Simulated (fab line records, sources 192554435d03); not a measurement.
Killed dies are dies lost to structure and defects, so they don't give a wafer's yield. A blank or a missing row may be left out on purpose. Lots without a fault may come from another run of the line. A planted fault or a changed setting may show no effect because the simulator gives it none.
Tool commonality check | flow n5_finfet | 8 lots, 24 wafers sampled

WHY IT WAS OPENED
At N5_FIN_SAQP_INSPECT_18 the reading raw_defect_count is flagged on 2 of 8 lots. Wafers without a fault read 388, standard deviation 110.
Rule: a lot is flagged when every wafer of it that has a number lies more than 4 standard deviations from that mean, or none has a number. The other lots count as sound.

lot  | measured    | on                | raw_defect_count, wafer by wafer | flag
L141 | day 4 11:04 | defect_inspect-01 | 355 393 333                      |
L142 | day 4 17:13 | defect_inspect-01 | 369 507 478                      |
L144 | day 5 04:22 | defect_inspect-01 | 437 347 381                      |
L145 | day 5 10:30 | defect_inspect-01 | 1188 1026 1127                   | FLAGGED
L146 | day 5 16:38 | defect_inspect-02 | 945 1060 1085                    | FLAGGED
L151 | day 6 22:01 | defect_inspect-02 | 528 408 408                      |
L153 | day 7 09:58 | defect_inspect-01 | 334 278 328                      |
L154 | day 7 17:31 | defect_inspect-01 | 399 459 328                      |
The numbers of the flagged lots are 1072 on average: +684 against the usual, or +6 standard deviations.

WHICH TOOL RAN EACH LOT
The record holds 3 process steps before the reading, out of a route of 1938 steps. In each cell: the tool, then ch and the chambers that the sampled wafers went through, then the start.
lot  | flag    | N5_FIN_SAQP_ALD_61               | N5_FIN_SAQP_HM_DEP_03          | N5_FIN_SAQP_HM_DEP_72
L141 |         | ald_sin-03 ch 0,2,3, day 4 09:49 | pecvd-03 ch 0,1,2, day 4 10:14 | pecvd-03 ch 0,1,2, day 4 10:34
L142 |         | ald_sin-04 ch 0,2,3, day 4 16:05 | pecvd-03 ch 1,2, day 4 16:30   | pecvd-03 ch 0,2, day 4 16:50
L144 |         | ald_sin-01 ch 1,3, day 5 02:57   | pecvd-04 ch 1,2, day 5 03:31   | pecvd-03 ch 0,2, day 5 03:51
L145 | FLAGGED | ald_sin-04 ch 0,1,2, day 5 09:01 | pecvd-03 ch 0,1,2, day 5 09:40 | pecvd-04 ch 1,2, day 5 09:59
L146 | FLAGGED | ald_sin-03 ch 1,2, day 5 15:28   | pecvd-03 ch 0,1, day 5 15:53   | pecvd-03 ch 0,1,2, day 5 16:15
L151 |         | ald_sin-04 ch 2,3, day 6 20:36   | pecvd-04 ch 0,2, day 6 21:10   | pecvd-02 ch 0,1,2, day 6 21:30
L153 |         | ald_sin-01 ch 0,2,3, day 7 08:30 | pecvd-02 ch 0,1,2, day 7 09:07 | pecvd-02 ch 0,2, day 7 09:27
L154 |         | ald_sin-01 ch 0,1,2, day 7 16:09 | pecvd-02 ch 1,2, day 7 16:40   | pecvd-03 ch 0,1,2, day 7 17:00
What these steps do:
- N5_FIN_SAQP_ALD_61: deposits SiO2, target thk 4 nm, pulse time 1 s, purge time 2 s.
- N5_FIN_SAQP_HM_DEP_03: deposits SiNx from SiH4/NH3/N2, target thk 38 nm, time 33.6 s.
- N5_FIN_SAQP_HM_DEP_72: deposits SiO2 from SiH4/N2O, target thk 12 nm, time 7.2 s.
- N5_FIN_SAQP_INSPECT_18: inspects for defects (brightfield).

FLAGGED OVER TOTAL, TOOL BY TOOL (the gauges that took the reading come last)
step                   | tool              | lots run | flagged | share of the flagged lots | sound lots run after its first flagged lot
N5_FIN_SAQP_ALD_61     | ald_sin-01        | 3        | 0       | none                      | -
N5_FIN_SAQP_ALD_61     | ald_sin-03        | 2        | 1       | some                      | 0
N5_FIN_SAQP_ALD_61     | ald_sin-04        | 3        | 1       | some                      | 1 (L151)
N5_FIN_SAQP_HM_DEP_03  | pecvd-02          | 2        | 0       | none                      | -
N5_FIN_SAQP_HM_DEP_03  | pecvd-03          | 4        | 2       | all                       | 0
N5_FIN_SAQP_HM_DEP_03  | pecvd-04          | 2        | 0       | none                      | -
N5_FIN_SAQP_HM_DEP_72  | pecvd-02          | 2        | 0       | none                      | -
N5_FIN_SAQP_HM_DEP_72  | pecvd-03          | 5        | 1       | some                      | 1 (L154)
N5_FIN_SAQP_HM_DEP_72  | pecvd-04          | 1        | 1       | some                      | 0
N5_FIN_SAQP_INSPECT_18 | defect_inspect-01 | 6        | 1       | some                      | 2 (L153,L154)
N5_FIN_SAQP_INSPECT_18 | defect_inspect-02 | 2        | 1       | some                      | 1 (L151)

WHAT THE TABLE ALLOWS
1 row of the table ran every flagged lot: pecvd-03 at N5_FIN_SAQP_HM_DEP_03.
- pecvd-03 at N5_FIN_SAQP_HM_DEP_03: 2 of its 4 lots flagged. Its last sound lot is L142 (day 4 16:30), its first flagged lot L145 (day 5 09:40): a fault that began between those two fits.
One tool is left: pecvd-03 at N5_FIN_SAQP_HM_DEP_03.

WHAT THE SIMULATOR HAD PUT IN
Chamber particle source: pecvd-03, from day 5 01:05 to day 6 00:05, at N5_FIN_SAQP_HM_DEP_03. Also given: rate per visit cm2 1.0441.
Lots struck among those shown: L145, L146. The rule above found the same.
